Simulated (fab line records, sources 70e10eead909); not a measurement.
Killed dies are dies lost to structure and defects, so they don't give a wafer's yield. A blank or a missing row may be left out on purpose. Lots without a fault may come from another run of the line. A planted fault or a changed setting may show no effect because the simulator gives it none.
Which tool did it? | flow nand_harc | 7 lots, 21 wafers sampled, at 2 steps of a route of 1159

WHAT THE GAUGES READ, wafer by wafer
NHARC_A_BONDPAD_CD_MEAS_13.
lot  | measured     | on        | cd_nm (nm)
L817 | day 18 07:29 | cd_sem-03 | 497.1 492.2 496.7
L820 | day 18 15:32 | cd_sem-02 | 502.6 504.5 504.9
L826 | day 20 06:54 | cd_sem-02 | 502.2 500.6 496.9
L822 | day 20 16:13 | cd_sem-01 | 500.5 503.2 503.8
L828 | day 21 02:07 | cd_sem-03 | 496.1 502.0 500.7
L830 | day 22 00:55 | cd_sem-01 | 500.9 497.5 499.1
L834 | day 22 19:44 | cd_sem-02 | 499.0

WHICH TOOL RAN EACH LOT (tool, then ch and the chambers of the sampled wafers, then the start)
lot  | NHARC_A_CONTACT_DEP_29
L817 | pecvd-03 ch 0,2, day 16 20:32
L820 | pecvd-03 ch 0,1, day 17 01:55
L826 | pecvd-04 ch 0,1,2, day 18 11:08
L822 | pecvd-02 ch 0,1, day 18 17:17
L828 | pecvd-02 ch 1,2, day 19 13:46
L830 | pecvd-02 ch 1,2, day 20 01:57
L834 | pecvd-02 ch 0,1, day 20 15:09
- NHARC_A_CONTACT_DEP_29: deposits SiON, target thk 70 nm.

THE ANSWER, worked out from the rows above alone
Rule: what is usual is taken from the lots themselves. Put in order of their means at a reading, lots are off if they are a third of the lots or fewer, leave a main group of 4 or more, and stand apart from it by a gap of 3 or more times the standard deviation of the main group's means; of several such gaps the widest counts. A main group whose means are all the same, to the digits that the tables above print for the reading, isn't used. A lot without any number at a reading at which 4 lots or more have one is off too. The other lots that the step has rows for count as sound.
No lot is off at any reading shown: from this, nothing can be told.

WHAT THE SIMULATOR HAD PUT IN
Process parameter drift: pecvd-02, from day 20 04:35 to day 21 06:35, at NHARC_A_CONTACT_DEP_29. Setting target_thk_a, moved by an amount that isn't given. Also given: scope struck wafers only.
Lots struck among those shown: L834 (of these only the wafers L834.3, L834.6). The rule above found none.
